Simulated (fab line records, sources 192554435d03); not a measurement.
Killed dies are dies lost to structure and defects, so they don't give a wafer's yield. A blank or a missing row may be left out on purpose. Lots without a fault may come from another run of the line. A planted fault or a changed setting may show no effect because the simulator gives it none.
Split-lot experiment | flow n5_finfet | 7 lots, 39 wafers read, on a route of 1938 steps

THE SPLIT
At N5_BEOL_M1_ETCH_70 (etches SOC in N2/H2, target depth 80 nm, overetch 16 nm, time 120 s), the setting time_s was moved away from the recipe's 120 s on 15 of the 39 wafers read, by -40.8% to +42.1%. The other wafers ran this setting at the recipe's value.

The reading is taken at the split's own step.

THE READING
SiARC_of_BEOL_M1_COAT_68.thk_nm (the simulator's own value, which no gauge read), in nm, at N5_BEOL_M1_ETCH_70 (etches SOC in N2/H2, target depth 80 nm, overetch 16 nm, time 120 s). The file gives no usual value for it. The 24 wafers here that ran the recipe average 6.4 nm, standard deviation 0.25 nm.

wafer  | tool, chamber at the split | time_s as run, s | against the recipe | SiARC_of_BEOL_M1_COAT_68.thk_nm, nm | against lot-mates on the recipe
L084.1 | rie_diel-06, 3             | 120              | recipe             | 6.4                                 | -
L084.2 | rie_diel-06, 1             | 120              | recipe             | 6                                   | -
L084.6 | rie_diel-06, 2             | 120              | recipe             | 6.8                                 | -
L085.1 | rie_diel-06, 2             | 141.9            | +18.3%             | 5.6                                 | -0.5
L085.5 | rie_diel-06, 2             | 141.9            | +18.3%             | 5.6                                 | -0.5
L085.2 | rie_diel-06, 0             | 141.9            | +18.3%             | 5.2                                 | -0.9
L085.3 | rie_diel-06, 1             | 120              | recipe             | 6                                   | -
L085.6 | rie_diel-06, 1             | 120              | recipe             | 6                                   | -
L085.4 | rie_diel-06, 3             | 120              | recipe             | 6.4                                 | -
L086.1 | rie_diel-02, 1,2           | 96.76            | -19.4%             | 7.4                                 | +1.0
L086.6 | rie_diel-02, 1,2           | 96.76            | -19.4%             | 7.4                                 | +1.0
L086.2 | rie_diel-02, 0             | 96.76            | -19.4%             | 7.6                                 | +1.2
L086.3 | rie_diel-02, 2             | 120              | recipe             | 6.2                                 | -
L086.4 | rie_diel-02, 3             | 120              | recipe             | 6.4                                 | -
L086.5 | rie_diel-02, 3             | 120              | recipe             | 6.6                                 | -
L089.1 | rie_diel-03, 0             | 170.5            | +42.1%             | 3.8                                 | -2.7
L089.2 | rie_diel-03, 1             | 170.5            | +42.1%             | 4.2                                 | -2.3
L089.3 | rie_diel-03, 2             | 120              | recipe             | 6.4                                 | -
L089.5 | rie_diel-03, 2             | 120              | recipe             | 6.4                                 | -
L089.4 | rie_diel-03, 3             | 120              | recipe             | 6.8                                 | -
L089.6 | rie_diel-03, 3             | 170.5            | +42.1%             | 4.4                                 | -2.1
L090.1 | rie_diel-02, 0,3,0         | 120              | recipe             | 6.6                                 | -
L090.5 | rie_diel-02, 0,3,0         | 120              | recipe             | 6.6                                 | -
L090.6 | rie_diel-02, 0,3,0         | 120              | recipe             | 6.6                                 | -
L090.2 | rie_diel-02, 2,1           | 120              | recipe             | 6.2                                 | -
L090.4 | rie_diel-02, 2,1           | 120              | recipe             | 6.2                                 | -
L090.3 | rie_diel-02, 3             | 120              | recipe             | 6.4                                 | -
L092.1 | rie_diel-02, 3,0           | 120              | recipe             | 6.6                                 | -
L092.5 | rie_diel-02, 3,0           | 120              | recipe             | 6.6                                 | -
L092.2 | rie_diel-02, 1,2,1         | 74.63            | -37.8%             | 8.4                                 | +1.7
L092.4 | rie_diel-02, 1,2,1         | 74.63            | -37.8%             | 8.4                                 | +1.7
L092.6 | rie_diel-02, 1,2,1         | 74.63            | -37.8%             | 8.4                                 | +1.7
L092.3 | rie_diel-02, 0             | 120              | recipe             | 6.8                                 | -
L094.1 | rie_diel-06, 3             | 120              | recipe             | 6.6                                 | -
L094.2 | rie_diel-06, 0             | 120              | recipe             | 6.2                                 | -
L094.3 | rie_diel-06, 1             | 71.08            | -40.8%             | 8.4                                 | +2.1
L094.4 | rie_diel-06, 2             | 71.08            | -40.8%             | 8.8                                 | +2.5
L094.5 | rie_diel-06, 1             | 120              | recipe             | 6                                   | -
L094.6 | rie_diel-06, 2             | 71.08            | -40.8%             | 9                                   | +2.7
Where a row lists several chambers, the file gives one row for several wafers and doesn't say which wafer went through which chamber.

THE FIT
A straight line over all 39 wafers: SiARC_of_BEOL_M1_COAT_68.thk_nm changes by -0.0544 nm for each +1% of time_s; r = -0.98; the points scatter about the line by 0.24 nm.
The same after taking each lot's own level away (the mean of its wafers on the recipe; 39 wafers): -0.0537 nm for each +1%; r = -0.98; scatter 0.25 nm.
On that fit, the largest move of time_s shifts the reading by 2.3 nm.
The lots' own levels span 6.13 to 6.67 nm, that is 2.1 times the standard deviation above.
So the lot-to-lot level changes the slope little: the two slopes agree.
Check: with one of the wafers moved furthest among these (+42.1%) left out of the fit, the line predicts -2.16 nm for it against its lot-mates. It came out at -2.73 nm against them.

OTHER SPLITS ON THESE WAFERS
These wafers also went through other splits before the reading. Each is held against what the fit with the lots' levels taken away leaves over:
other split on the same wafers               | wafers away from the commonest value | r with SiARC_of_BEOL_M1_COAT_68.thk_nm (lot level and that fit taken away)
N5_FIN_SAQP_HM_DEP_72 time_s                 | 18                                   | +0.11
N5_STI_FIN_REVEAL_ETCHBACK_08 target_depth_a | 12                                   | -0.22
N5_BEOL_M0_SAQP_PECVD_96 time_s              | 12                                   | -0.29
N5_BEOL_M1_HM_DEP_02 target_thk_a            | 12                                   | -0.02

THE FILE'S OWN FIT
SiARC_of_BEOL_M1_COAT_68.thk_nm changes by -0.0538 nm for each +1% of time_s, r = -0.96.
